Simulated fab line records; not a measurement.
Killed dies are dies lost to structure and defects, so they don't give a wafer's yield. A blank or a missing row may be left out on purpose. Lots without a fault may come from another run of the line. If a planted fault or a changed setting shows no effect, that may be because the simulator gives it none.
Chamber matching ; flow nand-harc ; NHARC_A_STAIRCASE_DEP_156 on pecvd-04: 3 sister chambers
The step deposits SiNx, target thk 50 nm. 3 wafers are shown with their chamber, then 9 later ones without.

## WAFERS WITH THEIR CHAMBER
wafer;chamber;heater-power-w (W)
L077.6;1;870
L091.3;0;702
L091.5;2;642

## WAFERS WITHOUT THEIR CHAMBER
wafer;heater-power-w (W)
L092.3;624
L092.4;631
L092.6;628
L094.1;787
L094.2;657
L094.5;668
L095.4;788
L095.5;610
L095.6;714

## WHICH CHAMBER EACH WENT THROUGH
wafer;from the rows above;in truth
L092.3;can't be placed: 2 or 0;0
L092.4;can't be placed: 2 or 0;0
L092.6;can't be placed: 2 or 0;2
L094.1;can't be placed: 1 or 0 or 2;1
L094.2;can't be placed: 2 or 0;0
L094.5;can't be placed: 2 or 0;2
L095.4;can't be placed: 1 or 0 or 2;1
L095.5;can't be placed: 2 or 0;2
L095.6;can't be placed: 0 or 2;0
Correctly placed: 0 of 9. From these rows, 9 cannot be placed; in 9 the true chamber is one of the candidates. Number placed wrongly: 0.
How it was worked out, from the rows above alone: a wafer's distance from a chamber is the root of the sum, over the readings, of the square of ((its reading less the chamber's mean) divided by the reading's scatter). If the next closest chamber is less than 2 further off than the closest, the wafer can't be placed; otherwise it belongs to the closest. The mean given for a chamber averages the wafers shown for that chamber. The scatter (one wafer shown for each chamber): square how far every hidden wafer sits from the nearest shown wafer, average those squares and take the square root.
